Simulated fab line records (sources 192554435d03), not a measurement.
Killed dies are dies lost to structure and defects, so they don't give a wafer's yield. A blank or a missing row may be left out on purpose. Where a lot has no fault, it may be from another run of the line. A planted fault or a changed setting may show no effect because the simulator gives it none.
Split-lot study | flow n5 finfet | 7 lots, 39 wafers read, on a route of 1938 steps

## THE SPLIT ITSELF
At N5_BEOL_M8_ILD_DEP_00 (deposits SiCOH lowk from DEMS/porogen, target thk 179.75 nm, time 33.4 s), the setting target thk a was moved away from the recipe's 1797.5 angstrom on 15 of the 39 wafers read, by -36.6% to +46.6%. This setting was run at the recipe's value on the other wafers.

## BETWEEN THE SPLIT AND THE READING: the file shows 1 step in between
- N5_BEOL_M8_CURE_74: cures SiCOH lowk, time 240 s

## THE READING
M8_ILD_THK, in nm, at N5_BEOL_M8_THK_MEAS_01. Fault-free wafers of this fab line usually give 154.0 nm, standard deviation 2.1 nm.

wafer  | tool, chamber at the split | target thk a as run, angstrom | against the recipe | M8_ILD_THK, nm | against lot-mates on the recipe
L077.1 | pecvd-01, 2                | 1797.5                        | recipe             | 153.5          | -
L077.2 | pecvd-01, 0                | 1140                          | -36.6%             | 97.3           | -58.3
L077.3 | pecvd-01, 1                | 1140                          | -36.6%             | 94.6           | -61.0
L077.4 | pecvd-01, 2                | 1140                          | -36.6%             | 98.4           | -57.2
L077.5 | pecvd-01, 1                | 1797.5                        | recipe             | 157.1          | -
L077.6 | pecvd-01, 0                | 1797.5                        | recipe             | 156.1          | -
L079.1 | pecvd-02, 1                | 1797.5                        | recipe             | 157.0          | -
L079.2 | pecvd-02, 2                | 1797.5                        | recipe             | 156.3          | -
L079.3 | pecvd-02, 0                | 1797.5                        | recipe             | 158.6          | -
L079.4 | pecvd-02, 0                | 1797.5                        | recipe             | 158.9          | -
L079.5 | pecvd-02, 1                | 1797.5                        | recipe             | 159.6          | -
L079.6 | pecvd-02, 2                | 1797.5                        | recipe             | 157.4          | -
L078.1 | pecvd-01, 0                | 2635                          | +46.6%             | 225.2          | +73.6
L078.2 | pecvd-01, 1                | 1797.5                        | recipe             | 150.2          | -
L078.3 | pecvd-01, 2                | 2635                          | +46.6%             | 227.1          | +75.5
L078.4 | pecvd-01, 1                | 1797.5                        | recipe             | 152.4          | -
L078.5 | pecvd-01, 0                | 1797.5                        | recipe             | 152.1          | -
L078.6 | pecvd-01, 2                | 2635                          | +46.6%             | 228.3          | +76.7
L082.1 | pecvd-01, 0                | 1797.5                        | recipe             | 152.7          | -
L082.2 | pecvd-01, 1                | 2110                          | +17.4%             | 178.5          | +24.3
L082.3 | pecvd-01, 2                | 1797.5                        | recipe             | 153.5          | -
L082.4 | pecvd-01, 2                | 1797.5                        | recipe             | 156.4          | -
L082.5 | pecvd-01, 1                | 2110                          | +17.4%             | 183.2          | +29.0
L082.6 | pecvd-01, 0                | 2110                          | +17.4%             | 182.2          | +28.0
L080.1 | pecvd-04, 0                | 1797.5                        | recipe             | 152.5          | -
L080.2 | pecvd-04, 2,1              | 2200                          | +22.4%             | 187.0          | +34.5
L080.3 | pecvd-04, 1                | 1797.5                        | recipe             | 150.5          | -
L080.4 | pecvd-04, 0                | 1797.5                        | recipe             | 154.4          | -
L080.5 | pecvd-04, 2                | 2200                          | +22.4%             | 194.0          | +41.5
L080.6 | pecvd-04, 2,1              | 2200                          | +22.4%             | 187.3          | +34.8
L086.1 | pecvd-01, 0                | 2139                          | +19.0%             | 181.0          | +27.8
L086.2 | pecvd-01, 1                | 2139                          | +19.0%             | 182.4          | +29.2
L086.3 | pecvd-01, 2                | 2139                          | +19.0%             | 182.2          | +29.0
L086.4 | pecvd-01, 0                | 1797.5                        | recipe             | 153.7          | -
L086.5 | pecvd-01, 1                | 1797.5                        | recipe             | 151.4          | -
L086.6 | pecvd-01, 2                | 1797.5                        | recipe             | 154.6          | -
L087.2 | pecvd-02, 2                | 1797.5                        | recipe             | 154.0          | -
L087.3 | pecvd-02, 1                | 1797.5                        | recipe             | 155.9          | -
L087.6 | pecvd-02, 2                | 1797.5                        | recipe             | 158.5          | -
The file does not say which wafer passed through which chamber wherever a row lists several chambers: such a row stands for several wafers.

FIT RESULTS
A straight line over all 39 wafers: M8_ILD_THK changes by +1.55 nm for each +1% of target thk a; r = +1.00; the points scatter about the line by 2.6 nm.
The same after taking each lot's own level away (the mean of its wafers on the recipe; 39 wafers): +1.61 nm for each +1%; r = +1.00; scatter 1.8 nm.
On that fit, the largest move of target thk a shifts the reading by 75 nm.
From 151.57 to 157.97 nm: that is the span of the lots' own levels, equal to 3.0 times the standard deviation above.
The two slopes are in agreement: the lot-to-lot level therefore moves the slope only a little.
Check: for one of the wafers moved furthest among these (+46.6%), held out of the fit, the line's prediction against its lot-mates is +75 nm. Against them it came out at +73.6 nm.

## OTHER SPLITS ON THESE WAFERS
These wafers also went through other splits before the reading. Each is held against what the fit with the lots' levels taken away leaves over:
other split on the same wafers | wafers away from the commonest value | r with M8_ILD_THK (lot level and that fit taken away)
N5_BEOL_M3_ETCH_64 time s      | 12                                   | -0.15

## THE WHOLE CHAIN: every reading that the file lists as answering this split, in the file's order
step                   | what it does                                                             | reading                                                                                  | change (the file's fit)              | r (the file's)
N5_BEOL_M8_ILD_DEP_00  | deposits SiCOH lowk from DEMS/porogen, target thk 179.75 nm, time 33.4 s | SiCOH_lowk_of_BEOL_M8_ILD_DEP_00.thk nm (the simulator's own value, which no gauge read) | +1.84 nm for each +1% of the setting | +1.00
N5_BEOL_M8_CURE_74     | cures SiCOH lowk, time 240 s                                             | SiCOH_lowk_of_BEOL_M8_ILD_DEP_00.thk nm (the simulator's own value, which no gauge read) | +1.6 nm for each +1% of the setting  | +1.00
N5_BEOL_M8_THK_MEAS_01 |                                                                          | M8_ILD_THK                                                                               | +1.6 for each +1% of the setting     | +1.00

## FILE'S OWN FIT
M8_ILD_THK changes by +1.6 nm for each +1% of target thk a, r = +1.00.
